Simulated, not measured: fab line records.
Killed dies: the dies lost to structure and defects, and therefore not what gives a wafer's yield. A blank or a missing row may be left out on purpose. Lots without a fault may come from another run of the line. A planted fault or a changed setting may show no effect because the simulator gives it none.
Comparing a struck lot with a sound one | flow n5 finfet | 24 steps out of a route of 1938
Sound: these wafers, L870.2, L870.4, L870.5. Wafers struck: L881.1, L881.3, L881.5. The cause is named last.
Per side, at each step with rows, come the tool, then ch with its chambers, and then its first start. Under that, the readings that differ: sound wafers | struck wafers | difference of the means | sigmas: that difference in standard deviations of wafers without a fault.
alike: readings whose means differ by less than 2 such deviations, and words and numbers that are the same on both sides. not compared: withheld readings, readings that some wafer has no value for, bounds like >300 that may hide the same value, and numbers for which the record gives no deviation and whose values overlap.
A row with sigmas, a row that says differs or no value, or rows on one side alone: a step with any of these is where the two part. Numbers that have no deviation but don't overlap get no sigmas and don't part them. A reading missing from all wafers of one side parts the sides only when that side holds two or more wafers.

N5_BEOL_M6_THK_MEAS_53: measures by xrf.
  sound on film metro-02, day 10 05:13; struck on film metro-02, day 12 14:48
  alike: M6_THK
then, 1 step without rows for these wafers: N5_BEOL_M6_PRE_CLEAN_55 (time 15 s).
N5_BEOL_M6_DEP_56: deposits SiCN from 3MS/NH3, target thk 10 nm, time 17.5 s.
  sound on pecvd-04 ch 0,2, day 10 05:17; struck on pecvd-02 ch 0,1,2, day 12 14:52
  alike: showerhead plenum p Torr, showerhead vpp V, throttle valve pct
N5_BEOL_M6_RS_MEAS_57: a four-point-probe measurement.
  sound on film metro-01, day 10 05:22; struck on film metro-01, day 12 14:57
  alike: M6_RS
N5_BEOL_M6_INSPECT_58: inspects for defects (darkfield).
  sound on defect inspect-01, day 10 05:23; struck on defect inspect-01, day 12 14:58
  alike: raw defect count
N5_BEOL_M7_ILD_DEP_00: deposits SiCOH lowk from DEMS/porogen, target thk 179.75 nm, time 33.4 s.
  sound on pecvd-02 ch 0,1,2, day 10 05:26; struck on pecvd-04 ch 1,2, day 12 15:01
  alike: heater power w, showerhead plenum p Torr, showerhead vpp V, throttle valve pct
then, 1 step without rows for these wafers: N5_BEOL_M7_CURE_74 (cures SiCOH lowk, time 240 s).
N5_BEOL_M7_THK_MEAS_01:
  sound on film metro-01, day 10 06:00; struck on film metro-01, day 12 15:35
  alike: M7_ILD_THK
N5_BEOL_M7_PECVD_70: deposits SiO2 from TEOS/O2, target thk 20 nm, time 22.7 s.
  sound on pecvd-01 ch 1, day 10 06:02; struck on pecvd-04 ch 1,2, day 12 15:38
  alike: heater power w, showerhead plenum p Torr, showerhead vpp V, throttle valve pct
N5_BEOL_M7_HM_DEP_02: deposits TiN, target thk 20 nm.
  sound on pvd sputter-01, day 10 06:30; struck on pvd sputter-02, day 12 16:27
  alike: throttle valve pct
then, 2 steps without rows for these wafers: N5_BEOL_M7_COAT_59 (time 60 s, resist thk 100 nm); N5_BEOL_M7_COAT_60 (time 60 s, resist thk 35 nm).
N5_BEOL_M7_COAT_05: resist thk 90 nm.
  sound on litho track-01 ch 0, day 10 06:38; struck on litho track-03 ch 0, day 12 16:35
  reading                                      | sound                | struck               | difference | sigmas
  spin speed rpm (rpm)                         | 1499.0 1498.5 1499.1 | 1416.3 1414.9 1416.3 | -83.0      | -92
  model.CAR-ArF_of_BEOL_M7_COAT_05.thk nm (nm) | 89.8 90.2 90         | 92.8 92.8 92.8       | +2.8       |
  alike: chill plate temp C
then, 5 steps without rows for these wafers: N5_BEOL_M7_EBR_07; N5_BEOL_M7_SOFTBAKE_06 (time 60 s); N5_BEOL_M7_EXPOSE_08 (exposes mask M7); N5_BEOL_M7_PEB_09 (peb time 60 s); N5_BEOL_M7_DEVELOP_10 (develop time 30 s).
N5_BEOL_M7_CD_MEAS_11 targets a cd of 38.5 nm.
  sound on cd sem-02 ch 0, day 10 07:00; struck on cd sem-03 ch 0, day 12 16:49
  reading    | sound          | struck         | difference | sigmas
  cd nm (nm) | 39.5 39.0 38.7 | 37.9 36.8 37.6 | -1.6       | -2
N5_BEOL_M7_OVL_MEAS_12:
  sound on overlay-01 ch 0, day 10 07:02; struck on overlay-01 ch 0, day 12 16:51
  alike: M7_OVL
N5_BEOL_M7_INSPECT_13: inspects for defects (brightfield).
  sound on defect inspect-01, day 10 07:03; struck on defect inspect-01, day 12 16:53
  alike: raw defect count
then, 1 step without rows for these wafers: N5_BEOL_M7_DESCUM_16 (chemistry O2, time 7.9 s).
N5_BEOL_M7_ETCH_61: etches SiARC in CF4, target depth 45.5 nm, time 75.8 s.
  sound on rie diel-04 ch 1,2, day 10 07:15; struck on rie diel-02 ch 1,3, day 12 16:56
  reading                                      | sound             | struck            | difference | sigmas
  etch rf on time s (s)                        | 77.4 79.1 79.2    | 72.6 72.3 73.1    | -5.9       | -3
  rf vpp V (V)                                 | 184.6 185.1 185.2 | 181.2 183.1 183.4 | -2.4       | -2
  model.CAR-ArF_of_BEOL_M7_COAT_05.thk nm (nm) | 50.6 50.8 50.6    | 53.6 53.6 53.6    | +2.9       |
  alike: chamber pressure mTorr, drypump motor current A, oes product au, showerhead plenum p Torr, throttle valve pct
  not compared: rf hours counter h
N5_BEOL_M7_ETCH_62: etches SOC in N2/H2, target depth 110 nm, overetch 22 nm, time 165 s.
  sound on rie diel-04 ch 1,2, day 10 07:18; struck on rie diel-02 ch 1,3, day 12 17:00
  reading                         | sound          | struck         | difference | sigmas
  showerhead plenum p Torr (Torr) | 2.55 2.64 2.64 | 2.42 2.45 2.42 | -0.18      | -2
  alike: chamber pressure mTorr, drypump motor current A, oes product au, rf vpp V, throttle valve pct
  not compared: rf hours counter h

WHERE THEY PART
Earliest at N5_BEOL_M7_COAT_05; latest, in this record, at N5_BEOL_M7_ETCH_62.

WHY: what had been put in by the simulator
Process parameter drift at N5_BEOL_M7_COAT_05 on litho track-03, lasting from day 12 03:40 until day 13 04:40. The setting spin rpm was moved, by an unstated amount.
